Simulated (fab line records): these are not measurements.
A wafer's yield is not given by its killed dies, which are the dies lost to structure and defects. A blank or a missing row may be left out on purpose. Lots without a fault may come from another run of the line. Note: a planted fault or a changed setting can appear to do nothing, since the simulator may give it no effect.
What tool caused it? + flow n5Finfet + 24 lots, 72 wafers sampled, at 3 steps of a route of 1938

## WHAT THE GAUGES READ, wafer by wafer
N5_BEOL_M13_CD_MEAS_10: the cd target is 190 nm.
| lot  | measured     | on       | cdNm (nm)         |
|------|--------------|----------|-------------------|
| L074 | day 11 02:46 | cdSem-01 | 192.4 192.7 191.2 |
| L075 | day 11 06:12 | cdSem-03 | 192.6 191.9 193.0 |
| L076 | day 11 22:50 | cdSem-02 | 194.0 191.1 192.4 |
| L080 | day 12 03:39 | cdSem-01 | 190.3 190.4 190.4 |
| L079 | day 12 05:29 | cdSem-01 | 191.9 192.6 192.2 |
| L077 | day 12 14:17 | cdSem-03 | 191.2 192.9 192.4 |
| L081 | day 12 16:25 | cdSem-01 | 193.0 194.8 191.8 |
| L078 | day 12 16:47 | cdSem-01 | 193.1 191.6 192.9 |
| L082 | day 12 18:06 | cdSem-03 | 192.8 192.3 191.5 |
| L083 | day 13 05:42 | cdSem-01 | 192.9 191.2 190.5 |
| L084 | day 13 14:14 | cdSem-02 | 191.1 191.3 190.9 |
| L085 | day 14 02:43 | cdSem-01 | 187.9 188.1 187.5 |
| L087 | day 14 05:51 | cdSem-02 | 191.1 190.5 190.5 |
| L089 | day 14 14:37 | cdSem-02 | 189.7 189.6 187.2 |
| L086 | day 14 14:55 | cdSem-01 | 191.1 191.1 194.2 |
| L091 | day 14 17:37 | cdSem-01 | 189.3 191.1 190.9 |
| L090 | day 14 18:41 | cdSem-02 | 189.5 190.4 191.5 |
| L088 | day 14 22:03 | cdSem-03 | 189.2 190.0 189.3 |
| L093 | day 15 04:16 | cdSem-01 | 189.6 187.9 189.4 |
| L094 | day 16 00:00 | cdSem-01 | 190.6 189.5 191.1 |
| L092 | day 16 01:32 | cdSem-01 | 188.4 191.1 190.8 |
| L096 | day 16 20:37 | cdSem-02 | 184.7 187.2 186.1 |
| L097 | day 17 01:45 | cdSem-02 | 190.3 187.6 188.7 |
| L095 | day 17 02:11 | cdSem-03 | 190.5 188.9 188.6 |

N5_BEOL_M13_CD_MEAS_28: the cd target is 209.5 nm.
| lot  | measured     | on       | cdNm (nm)         |
|------|--------------|----------|-------------------|
| L074 | day 11 03:51 | cdSem-01 | 208.9 208.7 209.7 |
| L075 | day 11 07:43 | cdSem-02 | 210.1 208.3 209.9 |
| L076 | day 11 23:47 | cdSem-03 | 209.1 210.0 209.4 |
| L080 | day 12 04:36 | cdSem-02 | 205.9 208.0 208.1 |
| L079 | day 12 06:33 | cdSem-02 | 208.5 208.8 208.9 |
| L077 | day 12 15:21 | cdSem-02 | 209.7 208.2 208.4 |
| L081 | day 12 17:29 | cdSem-01 | 209.4 210.7 211.5 |
| L078 | day 12 17:44 | cdSem-01 | 211.2 211.0 210.3 |
| L082 | day 12 19:14 | cdSem-03 | 208.6 210.1 209.8 |
| L083 | day 13 07:00 | cdSem-02 | 209.6 208.7 209.1 |
| L084 | day 13 15:23 | cdSem-01 | 208.3 209.2 208.5 |
| L085 | day 14 03:47 | cdSem-02 | 209.9 211.3 209.3 |
| L087 | day 14 06:48 | cdSem-02 | 212.1 211.7 212.4 |
| L089 | day 14 16:07 | cdSem-01 | 209.7 209.1 207.2 |
| L086 | day 14 16:16 | cdSem-01 | 211.2 209.8 210.9 |
| L091 | day 14 18:42 | cdSem-01 | 210.8 212.2 211.8 |
| L090 | day 14 19:38 | cdSem-03 | 210.5 209.9 212.1 |
| L088 | day 14 23:08 | cdSem-02 | 209.4 210.4 209.2 |
| L093 | day 15 05:13 | cdSem-01 | 211.2 209.6 212.1 |
| L094 | day 16 01:05 | cdSem-03 | 208.7 208.6 208.1 |
| L092 | day 16 02:35 | cdSem-02 | 209.2 208.7 210.5 |
| L096 | day 16 21:34 | cdSem-02 | 211.1 211.0 211.9 |
| L097 | day 17 02:42 | cdSem-01 | 211.0 208.5 210.3 |
| L095 | day 17 03:20 | cdSem-02 | 208.9 208.8 207.9 |

## WHAT TOOL EACH LOT RAN ON (gives the tool, then ch and the chambers of the sampled wafers, and finally the start)
| lot  | N5_BEOL_M12_SPUTTER_43      |
|------|-----------------------------|
| L074 | pvdSputter-01, day 11 01:07 |
| L075 | pvdSputter-02, day 11 04:30 |
| L076 | pvdSputter-01, day 11 21:07 |
| L080 | pvdSputter-01, day 12 01:52 |
| L079 | pvdSputter-01, day 12 03:41 |
| L077 | pvdSputter-03, day 12 12:32 |
| L081 | pvdSputter-02, day 12 14:20 |
| L078 | pvdSputter-02, day 12 14:41 |
| L082 | pvdSputter-01, day 12 16:26 |
| L083 | pvdSputter-01, day 13 03:52 |
| L084 | pvdSputter-01, day 13 12:35 |
| L085 | pvdSputter-01, day 14 00:49 |
| L087 | pvdSputter-01, day 14 03:50 |
| L089 | pvdSputter-03, day 14 12:45 |
| L086 | pvdSputter-03, day 14 13:04 |
| L091 | pvdSputter-02, day 14 15:58 |
| L090 | pvdSputter-02, day 14 16:41 |
| L088 | pvdSputter-03, day 14 20:23 |
| L093 | pvdSputter-02, day 15 02:28 |
| L094 | pvdSputter-03, day 15 22:14 |
| L092 | pvdSputter-02, day 15 23:31 |
| L096 | pvdSputter-02, day 16 18:47 |
| L097 | pvdSputter-02, day 16 23:56 |
| L095 | pvdSputter-03, day 17 00:22 |
- N5_BEOL_M12_SPUTTER_43: material TaN, target thk 15 nm, time 24.19 s.

## AS READ BY THE TOOLS THEMSELVES (means over the sampled wafers that have a number; for cases with no such wafer, the mark the record gives instead)
N5_BEOL_M12_SPUTTER_43.
| lot  | tool          | throttleValvePct (%) |
|------|---------------|----------------------|
| L074 | pvdSputter-01 | 31.1                 |
| L075 | pvdSputter-02 | 30.3                 |
| L076 | pvdSputter-01 | 31.4                 |
| L080 | pvdSputter-01 | 31.5                 |
| L079 | pvdSputter-01 | 31.0                 |
| L077 | pvdSputter-03 | 30.4                 |
| L081 | pvdSputter-02 | 30.5                 |
| L078 | pvdSputter-02 | 30.5                 |
| L082 | pvdSputter-01 | 31.5                 |
| L083 | pvdSputter-01 | 31.6                 |
| L084 | pvdSputter-01 | 31.9                 |
| L085 | pvdSputter-01 | 31.6                 |
| L087 | pvdSputter-01 | 30.7                 |
| L089 | pvdSputter-03 | 29.1                 |
| L086 | pvdSputter-03 | 29.4                 |
| L091 | pvdSputter-02 | 30.5                 |
| L090 | pvdSputter-02 | 30.3                 |
| L088 | pvdSputter-03 | 30.1                 |
| L093 | pvdSputter-02 | 30.5                 |
| L094 | pvdSputter-03 | 30.8                 |
| L092 | pvdSputter-02 | 30.5                 |
| L096 | pvdSputter-02 | 30.6                 |
| L097 | pvdSputter-02 | 30.4                 |
| L095 | pvdSputter-03 | 29.6                 |

## THE ANSWER, worked out from the rows above alone
Rule: what is usual is taken from the lots themselves. The widest of any qualifying gaps counts: lots, ordered by their means at a reading, are off when they make up no more than a third of the lots, leave a main group of 4 or more, and stand apart from it by 3 or more times the standard deviation of that group's means. The tables above print the reading to a certain number of digits; a main group whose means all agree to those digits is not used. Also off: a lot with no number at a reading for which 4 or more lots have one. The other lots that the step has rows for count as sound. First the gauges in route order, then the tools' own readings, where a lot's mean is used as printed above. At the first step where some lot is off, the reading lying furthest off is the one used; lots without a number count as furthest.
Nothing can be told from this: no lot is off at any reading shown.

## WHAT THE SIMULATOR HAD PUT IN
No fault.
